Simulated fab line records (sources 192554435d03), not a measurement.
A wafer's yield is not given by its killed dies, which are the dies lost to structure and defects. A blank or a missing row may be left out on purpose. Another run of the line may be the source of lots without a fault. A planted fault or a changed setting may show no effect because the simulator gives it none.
The tool behind it: which one? + flow n5Finfet + 36 wafers from 12 lots sampled at 4 of the route's 1938 steps

== WHAT THE GAUGES SHOWED, per wafer ==
N5_BEOL_M5_OVL_MEAS_12.
| lot  | measured     | on         | M5_OVL (nm)   |
|------|--------------|------------|---------------|
| L075 | day 8 21:11  | overlay-02 | -0.1 -0.2 0.2 |
| L076 | day 8 21:28  | overlay-02 | 1.7 0.7 0.8   |
| L079 | day 10 01:23 | overlay-02 | 0.9 0.0 0.6   |
| L081 | day 10 10:29 | overlay-02 | 0.3 0.5 0.3   |
| L085 | day 11 00:47 | overlay-01 | 0.8 -0.8 0.2  |
| L084 | day 11 09:07 | overlay-02 | 1.5 0.4 1.4   |
| L086 | day 11 13:29 | overlay-02 | 1.5 1.3 1.2   |
| L089 | day 12 02:56 | overlay-02 | -0.1 0.0 -1.0 |
| L092 | day 12 23:53 | overlay-01 | -0.1 0.3 -0.3 |
| L093 | day 13 04:31 | overlay-02 | 0.1 1.3 0.2   |
| L097 | day 14 02:28 | overlay-01 | 0.3 -0.6 0.3  |
| L096 | day 14 04:18 | overlay-01 | 0.0 -0.8 -0.9 |

== WHAT TOOL EACH LOT RAN ON (gives the tool, then ch and the chambers of the sampled wafers, and finally the start) ==
| lot  | N5_BEOL_M4_ANNEAL_95        | N5_BEOL_M4_CO_CAP_55            | N5_BEOL_M5_PECVD_70             |
|------|-----------------------------|---------------------------------|---------------------------------|
| L075 | pvdSputter-02, day 8 15:31  | cvdCo-01 ch 1,2, day 8 17:01    | pecvd-01 ch 0,1,2, day 8 18:50  |
| L076 | pvdSputter-02, day 8 17:43  | cvdCo-02 ch 0,1,2, day 8 18:50  | pecvd-03 ch 0,1,2, day 8 20:38  |
| L079 | pvdSputter-02, day 9 21:04  | cvdCo-02 ch 0,2, day 9 22:04    | pecvd-01 ch 0,1, day 10 00:24   |
| L081 | pvdSputter-02, day 10 06:20 | cvdCo-01 ch 0,1, day 10 07:20   | pecvd-03 ch 0,1,2, day 10 09:08 |
| L085 | pvdSputter-03, day 10 20:41 | cvdCo-02 ch 0,1,2, day 10 21:43 | pecvd-03 ch 0,1,2, day 10 23:31 |
| L084 | pvdSputter-03, day 11 03:17 | cvdCo-02 ch 0,2, day 11 04:26   | pecvd-03 ch 0,1,2, day 11 06:14 |
| L086 | pvdSputter-01, day 11 08:25 | cvdCo-01 ch 0,1, day 11 09:25   | pecvd-03 ch 1,2, day 11 11:42   |
| L089 | pvdSputter-02, day 11 22:40 | cvdCo-01 ch 0,1,2, day 11 23:41 | pecvd-01 ch 1,2, day 12 01:30   |
| L092 | pvdSputter-01, day 12 18:42 | cvdCo-01 ch 0,1,2, day 12 19:43 | pecvd-02 ch 0,1,2, day 12 21:48 |
| L093 | pvdSputter-03, day 12 22:49 | cvdCo-01 ch 0,1,2, day 12 23:49 | pecvd-02 ch 0,1,2, day 13 01:38 |
| L097 | pvdSputter-02, day 13 22:07 | cvdCo-01 ch 1,2, day 13 23:07   | pecvd-02 ch 0,1,2, day 14 01:25 |
| L096 | pvdSputter-01, day 14 00:32 | cvdCo-02 ch 0,1, day 14 01:32   | pecvd-03 ch 0,1,2, day 14 03:21 |
- N5_BEOL_M4_ANNEAL_95: time 240 s.
- N5_BEOL_M4_CO_CAP_55: material Co, precursor CCTBA/H2, target thk 2 nm, time 102.1 s.
- N5_BEOL_M5_PECVD_70: deposits SiO2 from TEOS/O2, target thk 16 nm, time 18 s.

== THE ANSWER, worked out from the rows above alone ==
Rule: usual is defined by the lots themselves. The widest of any qualifying gaps counts: lots, ordered by their means at a reading, are off when they make up no more than a third of the lots, leave a main group of 4 or more, and stand apart from it by 3 or more times the standard deviation of that group's means. If all means in a main group match to the digits the tables above print for the reading, that group is not used. Also off: a lot with no number at a reading for which 4 or more lots have one. All remaining lots with rows at the step are treated as sound.
No lot is off at any reading shown: from this, nothing can be told.

== WHAT THE SIMULATOR HAD PUT IN ==
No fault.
